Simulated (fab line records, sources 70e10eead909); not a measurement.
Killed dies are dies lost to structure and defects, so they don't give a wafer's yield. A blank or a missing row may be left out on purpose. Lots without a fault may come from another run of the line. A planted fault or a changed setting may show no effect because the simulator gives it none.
fab line records | flow nand_harc
record lots=7 wafers=21 last_day=24
route steps=1159 shown P_CONTACT@249 P_M0@253
lots that met no fault: from a run of the same line without faults
start_h: hours from the record's first day to the start of the lot's first wafer shown | wait_h: hours since the lot's step before | " the same as in the row above | L1.1+2: a row that stands for several wafers | - no value, or no start given | * or withheld: withheld | < > ~ a bound
route shown NAME@n: a module of which the file shows steps, and the number in the route of the first | usual: mean/standard deviation of fault-free wafers | same: alike in all rows | chamber/n: place in a boat | sites: the reading at each site | _std_site: their standard deviation | _edge_site: outer sites' mean less inner sites' | radius_mm: how far each site lies from the wafer's centre | mask NAME#n: copy n | behind: the tool/chamber that last shaped the wafer | hold: why the lot was held/for how many hours/how that ended | device: the transistor (n, p or np) that didn't switch | end of line: the same wafers' tests at the end of the route | a step without rows: its recipe alone | killed: dies lost to structure and defects at the first sort, not the wafer's yield | map: a wafer's dies, x killed, . not, _ none there
set.NAME: the setting as run; set.NAME@STEP: as run at that earlier step | model.NAME: the simulator's own value behind a step, which no gauge read
lots at some steps of the route; a table a step, a row a wafer
services: from which hour (start_h, from the record's first day; less than 0 if before it) a tool's chamber was out of use, for how many hours, and why
## steps
# step NHARC_P_CONTACT_CMP_24
# recipe t_overpolish_s=30 target_thk_nm=200
# usual motor_current_A=12.2/0.94 overpolish_run_s=30.000/0.0088 slurry_flow_ml_min=150.0/0.41 time_to_endpoint_s=40.1/2.8
# same t_overpolish_s=30
# columns lot.wafer tool chamber start_h wait_h motor_current_A overpolish_run_s slurry_flow_ml_min time_to_endpoint_s
L329.2 cmp-04 2 114.86 0.6 11.2 30.002 149.8 44.2
L329.3 " 0 " " 13.2 30.000 149.2 42.4
L329.1 " 1 " " 12.1 29.990 150.2 41.4
L332.4 cmp-02 3 133.32 0.3 12.2 29.987 149.7 42.6
L332.3 " 0 " " 11.7 30.005 149.8 42.4
L332.5 " 0 " " 12.0 29.996 149.6 39.9
L338.4 cmp-04 3 168.77 0.4 10.5 30.003 150.1 42.1
L338.3 " 1 " " 12.0 29.993 148.9 41.6
L338.6 " 3 " " 10.4 30.010 150.0 43.3
L340.2 cmp-04 3 179.77 0.6 11.0 30.000 150.2 39.3
L340.4 " 0 " " 12.9 29.994 150.5 39.6
L340.5 " 3 " " 10.7 29.994 150.5 38.7
L339.4 cmp-02 2 180.17 0.3 12.4 29.991 150.1 39.2
L339.5 " 1 " " 12.5 30.002 149.8 40.8
L339.6 " 2 " " 12.2 29.996 150.2 36.7
L347.1 cmp-01 2 218.68 0.6 11.9 29.994 149.8 35.2
L347.6 " 0 " " 12.1 29.988 150.2 37.2
L347.5 " 1 " " 10.6 30.004 150.2 38.0
L350.2 cmp-02 2 238.34 0.5 12.2 30.007 149.5 39.8
L350.6 " 2 " " 13.7 30.001 150.1 41.2
L350.5 " 3 " " 11.5 29.984 149.5 43.6
# step NHARC_P_CONTACT_SRD_26
# step NHARC_P_CONTACT_INSPECT_27
# usual raw_defect_count=294/120
# columns lot.wafer tool chamber start_h wait_h raw_defect_count
L329.1 defect_inspect-02 - 115.26 0.1 219
L329.2 " - " " 381
L329.3 " - " " 356
L332.3 defect_inspect-01 - 133.72 0.1 268
L332.4 " - " " 303
L332.5 " - " " 286
L338.3 defect_inspect-02 - 169.18 0.1 483
L338.4 " - " " 163
L338.6 " - " " 229
L340.2 defect_inspect-01 - 180.17 0.1 159
L340.4 " - " " 112
L340.5 " - " " 262
L339.4 defect_inspect-02 - 180.54 0.1 283
L339.5 " - " " 237
L339.6 " - " " 234
L347.1 defect_inspect-02 - 219.03 0.1 215
L347.5 " - " " 230
L347.6 " - " " 204
L350.2 defect_inspect-01 - 238.74 0.1 250
L350.5 " - " " 330
L350.6 " - " " 157
# step NHARC_P_M0_DEP_00
# recipe target_thk_a=1500 target_thk_nm=150 temp_c=withheld pressure_torr=5 flow_sccm=200 rf_w=600 material=SiOC
# step NHARC_P_M0_DEHYDRATE_01
# recipe temp_c=150 time_s=120
# step NHARC_P_M0_HMDS_02
# recipe time_s=30
# step NHARC_P_M0_COAT_33
# recipe temp_c=200 time_s=65
# step NHARC_P_M0_COAT_03
# recipe spin_rpm=1500 resist_thk_nm=90
# step NHARC_P_M0_SOFTBAKE_04
# recipe temp_c=105 time_s=55
# step NHARC_P_M0_EBR_05
# step NHARC_P_M0_EXPOSE_06
# recipe na=1.35 target_cd_nm=90 dose_mj=81.28 mask_id=P_M0
# step NHARC_P_M0_PEB_07
# recipe peb_temp_c=100 peb_time_s=65
# usual heater_power_total_W=156.6/0.42 plate_temp_C=99.98/0.14
# columns lot.wafer tool chamber start_h wait_h heater_power_total_W plate_temp_C
L329.1 litho_track-01 0 116.08 0.1 157.0 100.03
L329.2 " 0 " " 156.8 99.97
L329.3 " 0 " " 156.0 100.08
L332.3 litho_track-06 0 134.54 0.0 156.0 99.81
L332.4 " 0 " " 156.0 99.88
L332.5 " 0 " " 157.1 99.63
L338.3 litho_track-06 0 169.88 0.0 147.9 96.21
L338.4 " 0 " " 148.9 96.22
L338.6 " 0 " " 148.9 96.09
L340.2 litho_track-06 0 181.00 0.1 147.9 96.14
L340.4 " 0 " " 147.8 96.21
L340.5 " 0 " " 147.9 96.28
L339.4 litho_track-06 0 181.36 0.0 149.0 95.86
L339.5 " 0 " " 148.6 96.09
L339.6 " 0 " " 148.8 95.96
L347.1 litho_track-01 0 219.85 0.1 156.0 100.24
L347.5 " 0 " " 156.1 100.23
L347.6 " 0 " " 156.9 100.09
L350.2 litho_track-01 0 239.88 0.1 156.2 100.00
L350.5 " 0 " " 156.6 99.82
L350.6 " 0 " " 156.8 99.88
# step NHARC_P_M0_DEVELOP_08
# recipe develop_time_s=35 dev_temp_c=23
## services
# columns tool chamber start_h hours kind
litho_track-01 - 93.00 7.0 pm
cmp-04 - 96.99 6.2 repair
cmp-04 - 105.00 4.0 pm
cmp-04 - 109.00 - consumable_replace:conditioner
cmp-04 - 109.00 - consumable_replace:pad
litho_track-06 - 117.00 7.0 pm
cmp-02 - 128.50 4.0 pm
cmp-02 - 132.50 - consumable_replace:conditioner
cmp-02 - 132.50 - consumable_replace:pad
cmp-01 - 179.50 4.0 pm
cmp-01 - 183.50 - consumable_replace:conditioner
cmp-01 - 183.50 - consumable_replace:pad
cmp-01 - 195.28 1.1 repair
cmp-02 - 199.05 9.6 repair
cmp-04 - 203.00 4.0 pm
cmp-04 - 207.00 - consumable_replace:conditioner
cmp-04 - 207.00 - consumable_replace:pad
cmp-01 - 215.34 1.5 repair
cmp-02 - 226.55 4.0 pm
cmp-02 - 230.55 - consumable_replace:conditioner
cmp-02 - 230.55 - consumable_replace:pad
cmp-04 - 234.70 0.9 repair
## key
first_sign step=NHARC_P_M0_PEB_07 reading=plate_temp_C direction=down sigmas=27 usual=* struck=*
effect step=NHARC_P_M0_PEB_07 reading=heater_power_total_W direction=down sigmas=20 usual=* struck=*
met_at NHARC_P_M0_PEB_07
struck_wafers L338.3,L338.4,L338.6,L339.4,L339.5,L339.6,L340.2,L340.4,L340.5
sort_left_out L338.3,L338.4,L338.6,L339.4,L339.5,L339.6,L340.2,L340.4,L340.5
onset_between 134.54 169.88
fault kind=process_parameter_drift tool=litho_track-06 chamber=- onset_h=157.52 steps=NHARC_P_M0_PEB_07 channel=peb_temp_c offset=* shape=step end_h=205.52 acts_in=* stated=*
# sort_left_out: the simulated sort isn't trusted on such a fault, so these wafers' sort isn't shown, and their yield isn't known
